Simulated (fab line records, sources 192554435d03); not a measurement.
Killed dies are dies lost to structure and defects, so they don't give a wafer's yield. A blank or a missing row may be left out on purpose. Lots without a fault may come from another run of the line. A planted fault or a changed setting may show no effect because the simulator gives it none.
A struck lot beside a sound one | flow n5_finfet | 13 steps out of a route of 1938
Sound: wafers L553.1, L553.4, L553.6. Struck: wafers L549.3, L549.4, L549.5. The cause comes at the end.
At each step with rows: each side's tool, then ch and its chambers, then its first start. Under that, the readings that differ: sound wafers | struck wafers | difference of the means | sigmas: that difference in standard deviations of wafers without a fault.
alike: readings whose means differ by less than 2 such deviations, and words and numbers that are the same on both sides. not compared: withheld readings, readings that some wafer has no value for, bounds like >300 that may hide the same value, and numbers for which the record gives no deviation and whose values overlap.
The two part at a step that has a row with sigmas, a row that says differs or no value, or rows on one side only. Numbers that don't overlap but have no deviation are shown without sigmas and don't part them. A reading that every wafer of one side lacks parts them only if that side has two wafers or more.

first, 9 steps without rows for these wafers: N5_BEOL_M1_DEVELOP_27 (develop time 30 s); N5_BEOL_M1_DESCUM_33 (chemistry O2, time 7 s); N5_BEOL_M1_ETCH_77 (etches underlayer in N2/H2, target depth 6.5 nm, time 5.2 s); N5_BEOL_M1_ETCH_69 (etches SiARC in CF4, target depth 15.6 nm, time 26 s); N5_BEOL_M1_ALD_98 (deposits SiO2, target thk 2.5 nm, pulse time 1 s, co reactant pulse time 1 s); N5_BEOL_M1_ETCHBACK_99 (etches SiO2 in CHF3, target depth 5 nm, time 10.4 s); N5_BEOL_M1_ETCH_70 (etches SOC in N2/H2, target depth 80 nm, overetch 16 nm, time 120 s); N5_BEOL_M1_STRIP_71 (strips in N2/H2); N5_BEOL_M1_STRIP_78 (strips in N2/H2).
N5_BEOL_M1_VIA_ETCH_34: etches the open film in C4F6/O2, target depth 67.8 nm, time 64.4 s.
  sound on rie_diel-04 ch 0,1,2, day 12 05:08; struck on rie_diel-03 ch 2,3, day 11 05:32
  no value came back on the struck wafers for any of 8 readings (C4F6_flow_sccm (sccm), O2_flow_sccm (sccm) and others); on the sound wafers C4F6_flow_sccm (sccm) reads 9.98 9.99 9.95
  reading                                    | sound        | struck     | difference | sigmas
  model.SOC_of_BEOL_M1_COAT_67.thk_nm (nm)   | 51.8 52.4 52 | 60.2 60 60 | +8.0       |
  model.SiARC_of_BEOL_M1_COAT_68.thk_nm (nm) | 0 0 0        | 6.6 6 6.6  | +6.4       |
  not compared: rf_hours_counter_h
then, 1 step without rows for these wafers: N5_BEOL_M1_STRIP_83 (strips in C4F6/O2).
N5_BEOL_M4_RC_MEAS_101:
  the record has rows for the sound wafers here (prober-01 ch 0, day 13 20:33) and none for the struck ones
-- the record jumps here: 6 days lie between the struck wafers' starts before and after (it left off in module BEOL_M4 and takes up again in module PASSIVATION, whose first step shown is number 1936 of the route) --
N5_PASSIVATION_PROBE_49:
  the record has rows for the struck wafers here (prober-01, day 17 06:07) and none for the sound ones

WHERE THEY PART
First at N5_BEOL_M1_VIA_ETCH_34; last, within this record, at N5_PASSIVATION_PROBE_49.

WHY: what the simulator had put in
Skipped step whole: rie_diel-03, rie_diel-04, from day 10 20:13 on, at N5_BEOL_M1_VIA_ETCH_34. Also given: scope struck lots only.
